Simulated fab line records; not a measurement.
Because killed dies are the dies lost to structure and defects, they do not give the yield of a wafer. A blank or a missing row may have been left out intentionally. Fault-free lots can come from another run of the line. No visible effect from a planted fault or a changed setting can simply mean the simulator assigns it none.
Matching of chambers    flow n5-finfet    N5_GATE_CUT_CMP_02 on cmp-03: 4 sister chambers
The step polishes, stops on SiO2, t overpolish 12.7 s, target thk 0 nm. 8 wafers are shown with their chamber, then 10 later ones without.

## WAFERS, EACH WITH ITS CHAMBER
wafer   chamber  motor-current-A (A)  time-to-endpoint-s (s)
L085.1  0        9.7                  24.6
L085.3  3        8.8                  24.5
L085.4  1        9.5                  20.5
L088.2  0        9.5                  25.2
L088.5  2        8.6                  17.1
L088.6  3        9.1                  22.4
L090.2  2        8.6                  22.3
L090.4  1        9.5                  25.4

## WAFERS WITH NO CHAMBER GIVEN
wafer   motor-current-A (A)  time-to-endpoint-s (s)
L090.5  9.7                  21.8
L091.2  8.8                  18.1
L091.5  9.5                  23.7
L091.6  9.5                  27.8
L093.1  9.5                  22.6
L093.2  8.8                  20.7
L093.6  9.5                  23.4
L097.2  9.0                  19.0
L097.3  9.1                  26.1
L097.5  9.8                  21.0

## CHAMBER TAKEN BY EACH
wafer   from the rows above      in truth
L090.5  can't be placed: 0 or 1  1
L091.2  can't be placed: 2 or 3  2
L091.5  can't be placed: 1 or 0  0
L091.6  can't be placed: 0 or 1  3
L093.1  can't be placed: 1 or 0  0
L093.2  can't be placed: 3 or 2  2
L093.6  can't be placed: 1 or 0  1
L097.2  can't be placed: 3 or 2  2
L097.3  can't be placed: 3 or 1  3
L097.5  can't be placed: 0 or 1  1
Correct placement for 0 of the 10. These rows do not allow placing 10 (true chamber among the candidates in 9). Placed wrongly: 0.
How it was worked out, from the rows above alone: a wafer's distance from a chamber is the root of the sum, over the readings, of the square of ((its reading less the chamber's mean) divided by the reading's scatter). The wafer belongs to the nearest chamber; if the next one is less than 2 further off, it can't be placed. Each chamber's mean is taken over the wafers shown for it. The scatter is the square root of a quotient: the sum, over the shown wafers, of each reading's squared deviation from its chamber's mean, divided by wafers minus chambers.
